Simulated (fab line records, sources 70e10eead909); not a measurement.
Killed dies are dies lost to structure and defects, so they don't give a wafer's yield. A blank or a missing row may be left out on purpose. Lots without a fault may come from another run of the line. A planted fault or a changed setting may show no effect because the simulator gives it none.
fab line records | flow nand_harc
record lots=6 wafers=18 last_day=25
route steps=1159 shown A_CHANNEL_HOLE_D1@483 A_CHANNEL_FILL_D1@490 A_STAIRCASE@519 END@1159
lots that met no fault: from a run of the same line without faults
start_h: hours from the record's first day to the start of the lot's first wafer shown | wait_h: hours since the lot's step before | " the same as in the row above | L1.1+2: a row that stands for several wafers | - no value, or no start given | * or withheld: withheld | < > ~ a bound
route shown NAME@n: a module of which the file shows steps, and the number in the route of the first | usual: mean/standard deviation of fault-free wafers | same: alike in all rows | chamber/n: place in a boat | sites: the reading at each site | _std_site: their standard deviation | _edge_site: outer sites' mean less inner sites' | radius_mm: how far each site lies from the wafer's centre | mask NAME#n: copy n | behind: the tool/chamber that last shaped the wafer | hold: why the lot was held/for how many hours/how that ended | device: the transistor (n, p or np) that didn't switch | end of line: the same wafers' tests at the end of the route | a step without rows: its recipe alone | killed: dies lost to structure and defects at the first sort, not the wafer's yield | map: a wafer's dies, x killed, . not, _ none there
set.NAME: the setting as run; set.NAME@STEP: as run at that earlier step | model.NAME: the simulator's own value behind a step, which no gauge read
lots at some steps of the route; a table a step, a row a wafer
services: from which hour (start_h, from the record's first day; less than 0 if before it) a tool's chamber was out of use, for how many hours, and why
## steps
# step NHARC_A_CHANNEL_HOLE_D1_ETCH_44
# recipe target_depth_a=1400 overetch_a=140 time_s=77 ion_energy_ev=100 cf4_flow_sccm=80 o2_flow_sccm=20 ar_flow_sccm=0 rf_w=300 bias_w=100 chemistry=CF4/O2
# step NHARC_A_CHANNEL_HOLE_D1_STRIP_27
# recipe o2_flow_sccm=500 ar_flow_sccm=0 bias_w=0 chemistry=O2
# step NHARC_A_CHANNEL_HOLE_D1_PRECLEAN_28
# recipe time_s=* temp_c=50 bath_age_min=0 chemistry=SC1
# step NHARC_A_CHANNEL_HOLE_D1_SRD_29
# step NHARC_A_CHANNEL_HOLE_D1_CD_MEAS_30
# usual cd_nm=89.6/1.1
# columns lot.wafer tool chamber start_h wait_h cd_nm
L214.2 cd_sem-01 - 199.42 - 88.2
L214.3 " - " " 90.0
L214.4 " - " " 89.1
L212.1 cd_sem-03 - 201.10 - 90.2
L212.5 " - " " 91.9
L212.6 " - " " 90.2
L219.3 cd_sem-01 - 215.01 - 87.4
L219.4 " - " " 88.0
L219.5 " - " " 88.3
L218.2 cd_sem-03 - 216.03 - 89.5
L218.4 " - " " 90.2
L218.5 " - " " 88.7
L234.1 cd_sem-01 - 318.23 - 90.9
L234.2 " - " " 88.7
L234.5 " - " " 90.5
L235.3 cd_sem-01 - 322.38 - 92.2
L235.5 " - " " 92.1
L235.6 " - " " 89.6
# step NHARC_A_CHANNEL_HOLE_D1_XSEM_31
# recipe landing_energy_ev=35000
# step NHARC_A_CHANNEL_HOLE_D1_INSPECT_40
# usual raw_defect_count=63/15
# columns lot.wafer tool chamber start_h wait_h raw_defect_count
L214.2 defect_inspect-01 - 199.61 - 63
L214.3 " - " " 59
L214.4 " - " " 77
L212.1 defect_inspect-01 - 201.29 - 81
L212.5 " - " " 56
L212.6 " - " " 51
L219.3 defect_inspect-02 - 215.18 - 52
L219.4 " - " " 59
L219.5 " - " " 67
L218.2 defect_inspect-02 - 216.22 - 65
L218.4 " - " " 66
L218.5 " - " " 57
L234.1 defect_inspect-01 - 318.42 - 57
L234.2 " - " " 41
L234.5 " - " " 41
L235.3 defect_inspect-01 - 322.56 - 92
L235.5 " - " " 75
L235.6 " - " " 54
# step NHARC_A_CHANNEL_FILL_D1_PRECLEAN_00
# recipe time_s=* temp_c=50 bath_age_min=0 chemistry=SC1
# step NHARC_A_CHANNEL_FILL_D1_SRD_01
# step NHARC_A_CHANNEL_FILL_D1_ALD_02
# recipe target_thk_a=60 pulse_time_s=10 ald_cycles=60 temp_c=300 material=SiO2
# step NHARC_A_CHANNEL_FILL_D1_ALD_03
# recipe target_thk_a=60 pulse_time_s=60 ald_cycles=58 temp_c=630 pressure_torr=2 material=SiNx
# usual precursor_pulse_height_rel=1.000/0.019
# columns lot.wafer tool chamber start_h wait_h precursor_pulse_height_rel
L212.1 ald_sin_batch-02 0 - - 0.988
L212.5 " 0 " " 0.990
L212.6 " 0 " " 1.008
L214.2 ald_sin_batch-02 0 - - 1.003
L214.3 " 0 " " 1.039
L214.4 " 0 " " 1.003
L218.2 ald_sin_batch-01 0 - - 1.006
L218.4 " 0 " " 0.980
L218.5 " 0 " " 1.016
L219.3 ald_sin_batch-01 0 - - 1.045
L219.4 " 0 " " 1.028
L219.5 " 0 " " 0.999
L234.1 ald_sin_batch-01 0 - - 1.001
L234.2 " 0 " " 1.018
L234.5 " 0 " " 0.998
L235.3 ald_sin_batch-01 0 - - 0.997
L235.5 " 0 " " 0.963
L235.6 " 0 " " 0.976
# step NHARC_A_CHANNEL_FILL_D1_ALD_14
# recipe target_thk_a=25 pulse_time_s=10 ald_cycles=25 temp_c=300 material=SiO2
# step NHARC_A_CHANNEL_FILL_D1_ALD_15
# recipe target_thk_a=20 pulse_time_s=60 ald_cycles=19 temp_c=630 pressure_torr=2 material=SiNx
# usual precursor_pulse_height_rel=1.000/0.021
# columns lot.wafer tool chamber start_h wait_h precursor_pulse_height_rel
L212.1 ald_sin_batch-01 0 212.09 - 0.990
L212.5 " 0 " " 1.056
L212.6 " 0 " " 1.025
L214.2 ald_sin_batch-01 0 212.09 - 0.976
L214.3 " 0 " " 0.995
L214.4 " 0 " " 1.022
L218.2 ald_sin_batch-02 0 225.54 - 0.989
L218.4 " 0 " " 0.994
L218.5 " 0 " " 1.019
L219.3 ald_sin_batch-02 0 225.54 - 0.984
L219.4 " 0 " " 0.995
L219.5 " 0 " " 0.995
L234.1 ald_sin_batch-02 0 328.81 - 0.986
L234.2 " 0 " " 0.990
L234.5 " 0 " " 1.005
L235.3 ald_sin_batch-02 0 332.97 - 1.022
L235.5 " 0 " " 0.994
L235.6 " 0 " " 1.012
# step NHARC_A_CHANNEL_FILL_D1_ALD_16
# recipe target_thk_a=15 pulse_time_s=10 ald_cycles=15 temp_c=300 material=SiO2
# usual heater_power_w=475/39 precursor_pulse_height_rel=0.998/0.018
# columns lot.wafer tool chamber start_h wait_h heater_power_w precursor_pulse_height_rel
L212.1 ald_hk-02 1 214.14 0.0 503 1.009
L212.5 " 1 " " 507 0.992
L212.6 " 2 " " 533 0.992
L214.2 ald_hk-02 1 214.30 0.2 500 1.007
L214.4 " 3 " " 433 0.971
L214.3 " 0 " " 479 0.973
L219.4 ald_hk-02 0 227.58 0.0 498 0.998
L219.3 " 1 " " 502 0.992
L219.5 " 1 " " 492 0.982
L218.2 ald_hk-03 1 227.64 0.1 504 0.982
L218.4 " 2 " " 463 1.001
L218.5 " 0 " " 478 0.985
L234.2 ald_hk-02 0 330.89 0.0 480 1.046
L234.1 " 1 " " 486 0.977
L234.5 " 1 " " 476 1.005
L235.3 ald_hk-03 3 337.69 2.7 471 0.989
L235.5 " 0 " " 465 1.023
L235.6 " 1 " " 545 0.998
# step NHARC_A_CHANNEL_FILL_D1_ANNEAL_17
# recipe temp_c=850 time_s=1800
# step NHARC_A_CHANNEL_FILL_D1_CVD_18
# recipe target_thk_a=30 temp_c=550 material=poly-Si
# step NHARC_A_CHANNEL_FILL_D1_ETCHBACK_19
# recipe target_depth_a=50 time_s=1.7 hbr_flow_sccm=150 cl2_flow_sccm=50 rf_w=400 icp_w=400 bias_w=100 chemistry=HBr/Cl2
# usual bias_w=100.01/0.29 drypump_motor_current_A=5.8/0.56 oes_product_au=0.999/0.0093 throttle_valve_pct=26.407/0.0091
# columns lot.wafer tool chamber start_h wait_h bias_w drypump_motor_current_A oes_product_au rf_hours_counter_h throttle_valve_pct
L214.4 rie_si-06 0 225.94 0.4 100.30 6.3 1.001 0.4 26.389
L214.3 " 1 " " 99.60 5.3 0.990 0.3 26.421
L214.2 " 2 " " 100.50 5.2 0.999 0.2 26.395
L212.1 rie_si-03 2 225.94 0.4 99.79 6.6 1.003 0.5 26.402
L212.6 " 1 " " 99.63 4.8 0.999 - 26.414
L212.5 " 2 " " 100.04 6.6 1.003 - 26.400
L218.4 rie_si-04 1 239.35 0.4 100.12 5.6 0.985 0.8 26.404
L218.2 " 3 " " 100.42 5.8 0.991 1.1 26.405
L218.5 " 2 " " 99.99 6.5 0.999 - 26.412
L219.4 rie_si-03 2 239.36 0.4 99.99 6.6 1.002 0.6 26.400
L219.3 " 3 " " 99.44 6.4 1.003 0.7 26.414
L219.5 " 1 " " 99.90 4.8 1.004 - 26.406
L234.2 rie_si-03 2 343.03 0.4 99.71 6.6 1.021 0 26.403
L234.1 " 3 " " 100.16 6.4 0.995 0 26.431
L234.5 " 2 " " 100.24 6.6 1.009 - 26.401
L235.3 rie_si-04 3 349.53 0.4 99.85 5.8 1.000 0.7 26.411
L235.6 " 0 " " 100.22 4.9 1.002 - 26.433
L235.5 " 1 " " 100.46 5.6 1.019 - 26.405
# step NHARC_A_CHANNEL_FILL_D1_ETCHBACK_20
# recipe target_depth_a=270 time_s=13.5 c4f8_flow_sccm=withheld o2_flow_sccm=8 ar_flow_sccm=withheld rf_w=600 bias_w=1500 chemistry=C4F8/O2/Ar
# step NHARC_A_CHANNEL_FILL_D1_STRIP_28
# recipe time_s=20 o2_flow_sccm=500 ar_flow_sccm=0 bias_w=0 chemistry=O2
# step NHARC_A_CHANNEL_FILL_D1_PRECLEAN_21
# recipe time_s=30 chemistry=dHF
# step NHARC_A_CHANNEL_FILL_D1_SRD_23
# step NHARC_A_CHANNEL_FILL_D1_CVD_05
# recipe target_thk_a=50 temp_c=550 material=poly-Si
# step NHARC_A_CHANNEL_FILL_D1_ANNEAL_22
# recipe temp_c=620 time_s=7200
# step NHARC_A_CHANNEL_FILL_D1_ALD_25
# recipe target_thk_a=600 pulse_time_s=10 ald_cycles=600 temp_c=300 material=SiOx
# usual heater_power_w=476/37 precursor_pulse_height_rel=1.001/0.02
# columns lot.wafer tool chamber start_h wait_h heater_power_w precursor_pulse_height_rel
L214.4 ald_hk-01 1 238.15 0.2 471 0.994
L214.2 " 2 " " 520 1.014
L214.3 " 3 " " 440 0.999
L212.1 ald_hk-03 2 238.64 0.7 465 1.032
L212.5 " 1 240.49 2.5 511 1.020
L212.6 " 2 " " 457 0.990
L218.4 ald_hk-03 3 251.95 0.7 461 1.008
L218.2 " 1 253.18 1.9 511 1.028
L218.5 " 3 254.42 3.1 463 1.022
L219.3 ald_hk-02 2 252.54 1.3 527 1.001
L219.4 " 3 " " 445 1.003
L219.5 " 0 " " 485 0.989
L234.2 ald_hk-03 3 353.69 1.3 467 0.993
L234.1 " 1 356.14 3.7 545 1.034
L234.5 " 3 358.58 6.2 457 0.982
L235.3 ald_hk-01 3 363.00 1.3 444 1.002
L235.5 " 1 364.22 2.5 479 0.983
L235.6 " 2 " " 526 0.974
# step NHARC_A_CHANNEL_FILL_D1_ETCHBACK_08
# recipe target_depth_a=2200 time_s=110 c4f8_flow_sccm=20 ar_flow_sccm=withheld rf_w=600 bias_w=300 chemistry=C4F8
# step NHARC_A_CHANNEL_FILL_D1_STRIP_29
# recipe time_s=20 o2_flow_sccm=500 ar_flow_sccm=0 bias_w=0 chemistry=O2
# step NHARC_A_CHANNEL_FILL_D1_PRECLEAN_30
# recipe time_s=30 chemistry=dHF
# step NHARC_A_CHANNEL_FILL_D1_SRD_31
# step NHARC_A_CHANNEL_FILL_D1_CVD_09
# recipe target_thk_a=1500 temp_c=620 pressure_mtorr=200 time_s=3000 material=poly-Si
# step NHARC_A_CHANNEL_FILL_D1_CMP_10
# recipe target_thk_nm=150
# step NHARC_A_CHANNEL_FILL_D1_SRD_12
# step NHARC_A_CHANNEL_FILL_D1_RTA_24
# recipe temp_c=1000 time_s=5
# step NHARC_A_STAIRCASE_DEP_156
# recipe target_thk_a=500 temp_c=400 target_thk_nm=50 flow_sccm=200 rf_w=450 material=SiNx
# usual heater_power_w=715/75
# columns lot.wafer tool chamber start_h wait_h heater_power_w
L214.2 pecvd-03 2 250.03 0.1 702
L214.3 " 0 " " 695
L214.4 " 1 " " 623
L212.1 pecvd-02 2 250.09 0.1 686
L212.5 " 0 " " 896
L212.6 " 1 " " 734
L218.2 pecvd-03 2 263.61 0.2 710
L218.5 " 0 " " 763
L218.4 " 2 " " 692
L219.3 pecvd-03 0 263.78 0.3 756
L219.4 " 2 " " 763
L219.5 " 0 " " 758
L234.2 pecvd-03 1 368.31 0.1 603
L234.1 " 2 " " 779
L234.5 " 1 " " 610
L235.3 pecvd-01 2 373.82 0.1 611
L235.6 " 1 " " 632
L235.5 " 2 " " 602
# step NHARC_A_STAIRCASE_DEHYDRATE_158
# recipe temp_c=150 time_s=120
# step NHARC_A_STAIRCASE_HMDS_159
# recipe time_s=30
# step NHARC_A_STAIRCASE_COAT_160
# recipe spin_rpm=1200
# step NHARC_A_STAIRCASE_SOFTBAKE_161
# recipe temp_c=135 time_s=170
# step NHARC_A_STAIRCASE_EBR_162
# step NHARC_END_SORT_01
# recipe temp_c=25
# usual killed_at_array=29/10 killed_at_other=0.7/1.1 killed_at_periphery=3.2/2.2 killed_dies=33/11 killed_open=3.5/1.8 killed_short=2.0/1.4
# same gross_dies=677
# columns lot.wafer tool chamber start_h wait_h killed_at_array killed_at_other killed_at_periphery killed_dies killed_open killed_short
L219.3 prober-02 0 484.12 3.1 117 0 1 118 3 1
L219.4 prober-02 0 484.93 3.4 106 0 4 110 5 0
L219.5 prober-02 0 485.74 3.7 106 0 2 108 1 2
L218.2 prober-01 0 498.88 2.8 135 2 3 140 4 3
L218.4 prober-01 0 500.49 3.4 119 0 4 123 2 3
L218.5 prober-01 0 501.29 3.7 121 3 2 126 4 0
# killed by level:class
L219.3 A_CHANNEL_FILL_D1:unspecified=93 A_CHANNEL_HOLE_D1:chamber_film_flake=18 A_STAIRCASE:chamber_film_flake=3 A_CONTACT:geometric_particle:open=2 P_M0:geometric_particle:open=1 A_WL_FILL:geometric_particle:short=1
L219.4 A_CHANNEL_FILL_D1:unspecified=90 A_CHANNEL_HOLE_D1:chamber_film_flake=8 P_STI:chamber_film_flake=2 A_STAIRCASE:chamber_film_flake=2 A_CONTACT:chamber_film_flake=2 P_ZERO_WELL:geometric_particle:open=1 P_CONTACT:geometric_particle:open=1 A_ONON_D1:geometric_particle:open=1
L219.5 A_CHANNEL_FILL_D1:unspecified=96 A_CHANNEL_HOLE_D1:chamber_film_flake=5 A_STAIRCASE:chamber_film_flake=2 P_M0:geometric_particle:short=1 P_M1:geometric_particle:open=1 A_CHANNEL_HOLE_D1:geometric_particle:short=1 A_ZERO_WELL:chamber_film_flake=1 A_CONTACT:chamber_film_flake=1
L218.2 A_CHANNEL_FILL_D1:unspecified=98 A_SLIT:chamber_film_flake=20 A_CHANNEL_HOLE_D1:chamber_film_flake=5 A_STAIRCASE:chamber_film_flake=3 A_SGD_CUT:chamber_film_flake=2 THIN_TSV:chamber_film_flake=2 P_GATE:geometric_particle:open=1 P_M0:geometric_particle:open=1
L218.4 A_CHANNEL_FILL_D1:unspecified=98 A_SLIT:chamber_film_flake=8 A_STAIRCASE:chamber_film_flake=3 A_WL_FILL:geometric_particle:short=2 P_BONDPAD:chamber_film_flake=2 A_CHANNEL_HOLE_D1:chamber_film_flake=2 A_SGD_CUT:chamber_film_flake=2 A_ONON_D1:geometric_particle:open=1
L218.5 A_CHANNEL_FILL_D1:unspecified=93 A_SLIT:chamber_film_flake=11 A_CHANNEL_HOLE_D1:chamber_film_flake=5 A_CONTACT:chamber_film_flake=3 A_SGD_CUT:chamber_film_flake=3 THIN_TSV:chamber_film_flake=3 A_STAIRCASE:chamber_film_flake=2 P_M2:geometric_particle:open=1
# map L218.2 (x killed, . not)
____________.____________
_________......._________
_______..........._______
______.............______
_____..............._____
____.................____
____.................____
___...................___
___...............x...___
__.................xx..__
__................x.x.x__
_.................xxxxxx_
_........x........xxxxx._
_................xxxxxxx_
_................xxxxxxx_
_................xxxxxxx_
................xxxxxxxxx
.................xxxxxxxx
..x..............xxxxxxxx
........x....x..xxxxxxxxx
..x........x..xx.xxxxxxxx
_......x....x.x...xxxxxx_
_......x...x....xxxxxxxx_
_....x...xx..xx...xxxx.x_
_..........x....xx.x.xx._
_.x.........x....x...xxx_
__.....................__
__..........xx.........__
___x...............x..___
___...................___
____...x.............____
____.....x...........____
_____...........x..._____
______...........xx______
_______........xx._______
_________......._________
____________.____________
# map L219.3 (x killed, . not)
____________.____________
_________x......_________
_______..........._______
______.....xxx.....______
_____.....xx........_____
____.....xx.x........____
____x.......xx.......____
___.......x...........___
___........x..........___
__........x.x......x.x.__
__..........x.......xx.__
_........xx..x.....x.xxx_
_.................xxxxxx_
_................xxxxxxx_
_................xxxxxxx_
_................xxxxxxx_
................xxxxxxxxx
.................xxxxxxxx
......x.........xxxxxxxxx
.....x...........xxxxxxxx
................xxxxxxxxx
_..x.............xxxxxxx_
_................xxxxxx._
_...................x..._
_......................._
_....................x.._
__.....................__
__.....................__
___.......x...........___
___...................___
____.................____
____..........x......____
_____..............._____
______.............______
_______..........._______
_________......._________
____________.____________
## services
# columns tool chamber start_h hours kind
rie_si-06 - 183.00 9.0 pm
rie_si-03 - 198.87 0.1 repair
rie_si-04 0 220.33 8.8 repair
ald_hk-02 - 224.10 0.2 repair
rie_si-04 - 227.60 1.0 repair
ald_hk-01 - 228.15 10.0 pm
pecvd-01 - 237.40 13.0 pm
ald_sin_batch-02 - 248.77 30.0 repair
rie_si-04 2 270.86 37.4 repair
rie_si-06 1 273.24 4.0 repair
rie_si-04 - 276.00 9.0 pm
pecvd-02 0 277.81 12.3 repair
ald_hk-02 - 282.08 10.0 pm
ald_hk-02 0 282.08 10.0 vent_cycle
pecvd-03 - 292.09 13.0 pm
rie_si-04 0 321.16 20.6 repair
ald_hk-03 - 322.00 10.0 pm
pecvd-03 - 322.14 0.4 repair
rie_si-06 2 322.45 11.4 repair
rie_si-03 - 332.00 9.0 pm
pecvd-02 - 334.20 13.0 pm
rie_si-03 0 342.85 7.3 repair
rie_si-06 - 360.00 9.0 pm
pecvd-03 0 360.14 23.0 repair
## key
first_sign step=NHARC_END_SORT_01 reading=killed_at_array direction=up sigmas=8.6 usual=29 struck=117
effect step=NHARC_END_SORT_01 reading=killed_dies direction=up sigmas=8.3 usual=33 struck=121
more_kills_born_at NHARC_A_CHANNEL_FILL_D1_ALD_15@ald_sin_batch-02=568
met_at NHARC_A_CHANNEL_FILL_D1_ALD_15
struck_wafers L218.2,L218.4,L218.5,L219.3,L219.4,L219.5
tester_left_out L218,L219
fault kind=chamber_particle_source tool=ald_sin_batch-02 chamber=- onset_h=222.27 steps=NHARC_A_CHANNEL_FILL_D1_ALD_15 rate_per_visit_cm2=1.7237 end_h=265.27
# tester_left_out: of these lots the tester's yield and bins aren't shown, on N5 and GAA mostly nor the transistor test; their killed dies are dies lost to structure and defects alone, not to doping, threshold or leakage, so they don't give the yield
